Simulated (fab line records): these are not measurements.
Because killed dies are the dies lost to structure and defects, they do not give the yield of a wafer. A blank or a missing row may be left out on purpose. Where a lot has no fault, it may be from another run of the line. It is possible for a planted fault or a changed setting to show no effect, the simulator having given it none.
Which tool was responsible?	flow nandHarc	13 lots with 39 wafers sampled at 5 steps, on a route of 1302 steps

## WHAT EACH GAUGE READ, for each wafer
NHARC_P_ZERO_WELL_CD_MEAS_11: target cd 500 nm. Usual: 500.7 nm for cdNm, sd 2.5.
lot	measured	on	cdNm (nm)	flag
L985	day 1 21:14	cdSem-01	503.4 498.7 498.2	
L988	day 3 03:07	cdSem-01	501.6 498.2 498.0	
L989	day 3 13:25	cdSem-02	500.4 496.5 499.1	
L990	day 3 23:22	cdSem-01	503.5 499.4 503.4	
L991	day 4 09:07	cdSem-01	496.9 497.1 499.5	
L992	day 4 19:08	cdSem-02	502.1 499.0 499.0	
L993	day 5 05:07	cdSem-03	502.1 492.6 498.7	
L997	day 6 21:22	cdSem-03	494.6 499.8 502.3	
L103	day 9 09:15	cdSem-02	503.0 505.3 513.9	
L104	day 9 19:15	cdSem-02	504.0 508.3 501.4	
L106	day 10 15:14	cdSem-02	497.4 496.1 501.5	
L107	day 11 01:07	cdSem-03	500.2 500.8 500.0	
L108	day 11 11:07	cdSem-02	504.6 502.3 500.4	

NHARC_P_STI_INSPECT_11. Usual: 5.9 for rawDefectCount, sd 2.9.
lot	measured	on	rawDefectCount	flag
L985	day 2 20:24	defectInspect-02	6 3 2	
L988	day 4 04:23	defectInspect-01	0 3 5	
L989	day 4 12:56	defectInspect-02	12 6 8	
L990	day 4 22:43	defectInspect-02	4 5 4	
L991	day 5 06:50	defectInspect-02	11 2 2	
L992	day 5 16:37	defectInspect-01	8 4 7	
L993	day 6 02:47	defectInspect-02	7 3 3	
L997	day 7 18:48	defectInspect-01	4 4 7	
L103	day 10 06:40	defectInspect-02	6 6 8	
L104	day 10 17:21	defectInspect-02	5 3 6	
L106	day 11 14:56	defectInspect-01	4 5 5	
L107	day 11 23:48	defectInspect-01	6 11 6	
L108	day 12 09:18	defectInspect-02	9 8 5	

NHARC_P_GATE_OVL_MEAS_27. Usual: overlayXNm -0.1 nm, standard deviation 0.59; overlayYNm 0.0 nm, standard deviation 0.9.
lot	measured	on	overlayXNm (nm)	overlayYNm (nm)	flag
L985	day 5 04:04	overlay-01	0.4 0.4 0.4	1.2 0.9 0.8	
L988	day 6 19:23	overlay-02	-0.5 -0.9 -0.4	-0.7 0.0 -0.2	
L989	day 6 18:44	overlay-02	-0.2 -0.3 -0.2	0.6 1.2 1.3	
L990	day 7 09:53	overlay-01	-0.7 -0.3 -1.0	-1.4 -1.0 -1.7	
L991	day 7 10:26	overlay-02	0.1 0.2 0.5	-0.4 -0.6 -0.5	
L992	day 8 08:45	overlay-01	0.4 0.9 0.8	-0.9 -1.1 -0.4	
L993	day 8 13:40	overlay-01	-0.1 -0.8 -0.8	0.0 0.2 1.0	
L997	day 9 19:16	overlay-02	-0.9 -0.7 -0.8	1.0 1.0 0.7	
L103	day 12 14:17	overlay-02	-0.4 -0.8 -0.3	-0.7 -0.3 -0.5	
L104	day 12 20:53	overlay-02	0.1 1.0 0.7	-0.2 0.3 0.1	
L106	day 13 16:35	overlay-02	0.2 0.3 0.2	-0.7 -1.2 -1.4	
L107	day 14 04:43	overlay-02	-0.1 0.2 0.4	0.3 0.2 0.8	
L108	day 14 11:57	overlay-01	-0.1 0.2 -0.1	1.2 1.3 1.4	

## TOOL THAT RAN EACH LOT (tool first, then ch and the chambers of the sampled wafers, then the start)
lot	NHARC_P_ZERO_WELL_PEB_09	NHARC_P_STI_ETCH_15
L985	lithoTrack-07 ch 0, day 1 21:09	rieSi-06 ch 0,2,3, day 2 20:48
L988	lithoTrack-03 ch 0, day 3 03:01	rieSi-04 ch 0,1, day 4 04:49
L989	lithoTrack-03 ch 0, day 3 13:19	rieSi-04 ch 0,1,2, day 4 13:20
L990	lithoTrack-03 ch 0, day 3 23:16	rieSi-04 ch 0,3, day 4 23:08
L991	lithoTrack-03 ch 0, day 4 09:02	rieSi-01 ch 1,2, day 5 07:14
L992	lithoTrack-03 ch 0, day 4 19:02	rieSi-01 ch 0,1,3, day 5 17:03
L993	lithoTrack-07 ch 0, day 5 05:02	rieSi-06 ch 0,1,2, day 6 03:43
L997	lithoTrack-07 ch 0, day 6 21:16	rieSi-06 ch 1,2,3, day 7 19:14
L103	lithoTrack-07 ch 0, day 9 09:10	rieSi-01 ch 0,1,2, day 10 07:07
L104	lithoTrack-07 ch 0, day 9 19:10	rieSi-04 ch 2,3, day 10 17:46
L106	lithoTrack-03 ch 0, day 10 15:10	rieSi-01 ch 1,2,3, day 11 15:20
L107	lithoTrack-03 ch 0, day 11 01:01	rieSi-06 ch 0,1,3, day 12 00:13
L108	lithoTrack-05 ch 0, day 11 11:02	rieSi-01 ch 0,1,3, day 12 09:46
- NHARC_P_ZERO_WELL_PEB_09: peb time 80 s.
- NHARC_P_STI_ETCH_15: etches the open film in HBr/Cl2, target depth 300 nm, time 100.1 s.

## AS READ BY THE TOOLS THEMSELVES (means over the sampled wafers that have a number; for cases with no such wafer, the mark the record gives instead)
NHARC_P_ZERO_WELL_PEB_09. Usual: 44.9 Pa for exhaustPa, sd 0.98.
lot	tool	exhaustPa (Pa)	flag
L985	lithoTrack-07	46.2	
L988	lithoTrack-03	44.8	
L989	lithoTrack-03	44.3	
L990	lithoTrack-03	44.9	
L991	lithoTrack-03	45.4	
L992	lithoTrack-03	45.2	
L993	lithoTrack-07	46.6	
L997	lithoTrack-07	45.3	
L103	lithoTrack-07	43.8	
L104	lithoTrack-07	45.2	
L106	lithoTrack-03	45.2	
L107	lithoTrack-03	43.4	
L108	lithoTrack-05	44.0	

NHARC_P_STI_ETCH_15. Usual: drypumpMotorCurrentA 5.7 A, standard deviation 0.48; oesProductAu 0.999 a.u., standard deviation 0.013; throttleValvePct 26.405 %, standard deviation 0.0087.
lot	tool	drypumpMotorCurrentA (A)	oesProductAu (a.u.)	throttleValvePct (%)	flag
L985	rieSi-06	5.4	0.989	26.410	
L988	rieSi-04	6.5	0.989	26.407	
L989	rieSi-04	6.1	0.993	26.397	
L990	rieSi-04	6.4	1.004	26.400	
L991	rieSi-01	5.2	1.006	26.413	
L992	rieSi-01	5.6	0.993	26.410	
L993	rieSi-06	5.4	1.000	26.418	
L997	rieSi-06	5.3	1.005	26.410	
L103	rieSi-01	5.4	1.011	26.404	
L104	rieSi-04	5.6	1.005	26.408	
L106	rieSi-01	5.5	0.996	26.403	
L107	rieSi-06	5.5	1.002	26.396	
L108	rieSi-01	5.6	0.993	26.402	

## THE ANSWER, worked out from the rows above alone
Rule: take the mean of a lot's wafers that have a number; if it is more than 3 standard deviations from the usual mean, the lot is off. Also off: a lot with no number at a reading for which 4 or more lots have one. Any other lot the step has rows for is counted as sound. Order of review: gauges by route order, followed by the tools' own readings, for which a lot's mean as printed above is used. At the first step where some lot is off, the reading lying furthest off is the one used; lots without a number count as furthest.
Nothing can be told from this: no lot is off at any reading shown.

## WHAT THE SIMULATOR HAD PUT IN
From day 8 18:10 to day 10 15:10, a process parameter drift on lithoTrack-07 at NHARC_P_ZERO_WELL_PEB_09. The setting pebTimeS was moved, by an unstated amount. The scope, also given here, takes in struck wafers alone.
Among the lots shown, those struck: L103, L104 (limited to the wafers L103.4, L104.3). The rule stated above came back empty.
